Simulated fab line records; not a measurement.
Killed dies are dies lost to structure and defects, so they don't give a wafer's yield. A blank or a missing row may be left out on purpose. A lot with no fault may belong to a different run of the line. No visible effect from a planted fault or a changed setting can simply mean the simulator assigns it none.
Comparing a struck lot with a sound one    flow n5-finfet    44 out of 1938 route steps
Sound: the wafers L842.1, L842.2, L842.5. Struck: wafer L848.5 (left out: L848.2, L848.4 of the same lot, which were not struck); the cause appears at the end.
Order at every step that has rows: each side's tool, ch and its chambers, its first start. Under that, the readings that differ: sound wafers    struck wafers    difference of the means    sigmas: that difference in standard deviations of wafers without a fault.
alike: same words and numbers on both sides, and readings whose means sit less than 2 such deviations apart. not compared: any withheld reading, any reading some wafer has no value for, any bound like >300 that may hide the same value, and any number with overlapping values for which the record gives no deviation.
A row with sigmas, a row that says differs or no value, or rows on one side alone: a step with any of these is where the two part. When numbers do not overlap yet have no deviation, they are printed without sigmas and do not part them. A reading missing from all wafers of one side parts the sides only when that side holds two or more wafers.

first, 1 step without rows for these wafers: N5_SD_EPI_N_STRIP_36 (strips in N2/H2).
N5_SD_EPI_N_ETCHBACK_44: etches SiNx in CH3F/O2, stops on SiO2, target depth 14.5 nm.
  sound on rie-diel-06 ch 0,3, day 3 06:54; struck on rie-diel-06 ch 1, day 4 22:58
  alike: drypump-motor-current-A, oes-product-au, rf-vpp-V, showerhead-plenum-p-Torr, throttle-valve-pct
  not compared: rf-hours-counter-h
then, 1 step without rows for these wafers: N5_SD_EPI_N_ETCH_45 (etches SiOCN in CH3F/O2, target depth 6 nm).
N5_SD_EPI_N_ETCH_16: etches SiO2 in CHF3/O2, target depth 5 nm.
  sound on rie-diel-06 ch 0,3, day 3 07:06; struck on rie-diel-06 ch 1, day 4 23:10
  alike: drypump-motor-current-A, oes-product-au, rf-vpp-V, showerhead-plenum-p-Torr, throttle-valve-pct
  not compared: rf-hours-counter-h
then, 7 steps without rows for these wafers: N5_SD_EPI_N_STRIP_47 (strips in CHF3/O2); N5_SD_EPI_N_SD_RECESS_17 (chemistry HBr/Cl2/O2, target depth 41 nm, time 23.7 s, bt time 3 s); N5_SD_EPI_N_STRIP_38 (strips in N2/H2); N5_SD_EPI_N_WET_ETCH_43 (etches SiO2 in dHF, time 14 s, target depth 1.5 nm); N5_SD_EPI_N_STRIP_18 (strips in SPM, time 750 s); N5_SD_EPI_N_SRD_20 (time 30 s); N5_SD_EPI_N_PRECLEAN_48 (cleans in NF3:NH3, afs cycles 2, time 20 s, sublimation time 60 s).
N5_SD_EPI_N_VAPOR_ETCH_50: etches Si in HCl, time 54 s.
  sound on epi-rpcvd-01 ch 0, day 3 07:59; struck on epi-rpcvd-01 ch 0, day 5 00:12
  alike: throttle-valve-pct
N5_SD_EPI_N_EPI_21: deposits Si:P, time 690 s.
  sound on epi-rpcvd-01 ch 0, day 3 08:10; struck on epi-rpcvd-01 ch 0, day 5 00:47
reading                                    sound           struck  difference  sigmas
model.Si-P_of_SD_EPI_N_EPI_21.thk-nm (nm)  59.6 59.2 59.4  62.2    +2.8        
N5_SD_EPI_N_EPI_MEAS_23:
  sound on film-metro-02, day 3 09:52; struck on film-metro-02, day 5 02:41
reading      sound           struck  difference  sigmas
thk-nm (nm)  59.2 59.2 58.8  61.8    +2.7        +2
then, 4 steps without rows for these wafers: N5_SD_EPI_N_PRECLEAN_24 (cleans in O3/DIW, time 60 s); N5_SD_EPI_N_SRD_25 (time 30 s); N5_SD_EPI_N_PRECLEAN_49 (cleans in NF3:NH3, afs cycles 1, time 20 s, sublimation time 60 s); N5_SD_EPI_N_LINER_46 (material SiNx, target thk 3 nm).
N5_SD_EPI_N_INSPECT_26: inspects for defects (darkfield).
  sound on defect-inspect-01, day 3 10:26; struck on defect-inspect-01, day 5 03:31
  alike: raw-defect-count
then, 8 steps without rows for these wafers: N5_SD_EPI_P_COAT_34 (time 60 s, resist thk 350 nm); N5_SD_EPI_P_COAT_35 (time 60 s, resist thk 35 nm); N5_SD_EPI_P_COAT_03 (resist thk 150 nm); N5_SD_EPI_P_EBR_05; N5_SD_EPI_P_SOFTBAKE_04 (time 60 s); N5_SD_EPI_P_EXPOSE_06 (exposes mask SD P BLK, target cd 240 nm); N5_SD_EPI_P_PEB_07 (peb time 60 s); N5_SD_EPI_P_DEVELOP_08 (develop time 30 s).
N5_SD_EPI_P_CD_MEAS_09 targets a cd of 240 nm.
  sound on cd-sem-02 ch 0, day 3 10:50; struck on cd-sem-03 ch 0, day 5 03:55
  alike: cd-nm
N5_SD_EPI_P_OVL_MEAS_10:
  sound on overlay-02 ch 0, day 3 10:52; struck on overlay-01 ch 0, day 5 03:56
  alike: SD_P_BLK_OVL
N5_SD_EPI_P_INSPECT_11: inspects for defects (macro).
  sound on defect-inspect-01, day 3 10:53; struck on defect-inspect-01, day 5 03:58
  alike: raw-defect-count
then, 8 steps without rows for these wafers: N5_SD_EPI_P_DESCUM_14 (chemistry O2, time 7.9 s); N5_SD_EPI_P_ETCH_36 (etches SiARC in CF4, target depth 45.5 nm, time 75.8 s); N5_SD_EPI_P_ETCH_37 (etches SOC in N2/H2, overetch 108 nm, time 486 s); N5_SD_EPI_P_STRIP_38 (strips in N2/H2); N5_SD_EPI_P_ETCHBACK_46 (etches SiNx in CH3F/O2, stops on SiO2, target depth 17.5 nm); N5_SD_EPI_P_ETCH_47 (etches SiOCN in CH3F/O2, target depth 25 nm); N5_SD_EPI_P_ETCH_16 (etches SiO2 in CHF3/O2, target depth 5 nm); N5_SD_EPI_P_STRIP_50 (strips in CHF3/O2).
N5_SD_EPI_P_SD_RECESS_17: chemistry HBr/Cl2/O2, target depth 39.1 nm, bt time 3 s.
  sound on rie-si-02 ch 0,2,3, day 3 11:36; struck on rie-si-02 ch 2, day 5 04:51
  alike: drypump-motor-current-A, oes-product-au, throttle-valve-pct
  not compared: rf-hours-counter-h
then, 1 step without rows for these wafers: N5_SD_EPI_P_WET_ETCH_45 (etches SiO2 in dHF, time 10.7 s, target depth 2 nm, rinse time 30 s).
N5_SD_EPI_P_STRIP_40: strips in N2/H2.
  sound on plasma-asher-02 ch 0,1, day 3 11:45; struck on plasma-asher-02 ch 0, day 5 04:59
  alike: drypump-motor-current-A, heater-power-w, oes-product-au
  not compared: rf-hours-counter-h
then, 1 step without rows for these wafers: N5_SD_EPI_P_PRECLEAN_52 (cleans in O3/DIW, time 60 s).
N5_SD_EPI_P_PRECLEAN_24: cleans in O3/DIW, time 45 s.
  sound on wet-bench-02 ch 0,3,7, day 3 14:34; struck on wet-bench-02 ch 3, day 5 08:39
reading                                    sound           struck  difference  sigmas
model.Si-P_of_SD_EPI_N_EPI_21.thk-nm (nm)  58.8 58.4 58.6  61.4    +2.8        
-- here the record skips 10 days between the struck wafers' starts before and after, leaving off in module SD_EPI_P and picking up in module PASSIVATION (first step shown: number 1936 of the route) --
N5_PASSIVATION_PROBE_49:
  record: rows for the struck wafers here (prober-01, day 14 21:41), none for the sound ones

WHERE THEY PART
Last at N5_PASSIVATION_PROBE_49 as far as this record goes, first at N5_SD_EPI_N_EPI_MEAS_23.

WHY: whatever the simulator had introduced
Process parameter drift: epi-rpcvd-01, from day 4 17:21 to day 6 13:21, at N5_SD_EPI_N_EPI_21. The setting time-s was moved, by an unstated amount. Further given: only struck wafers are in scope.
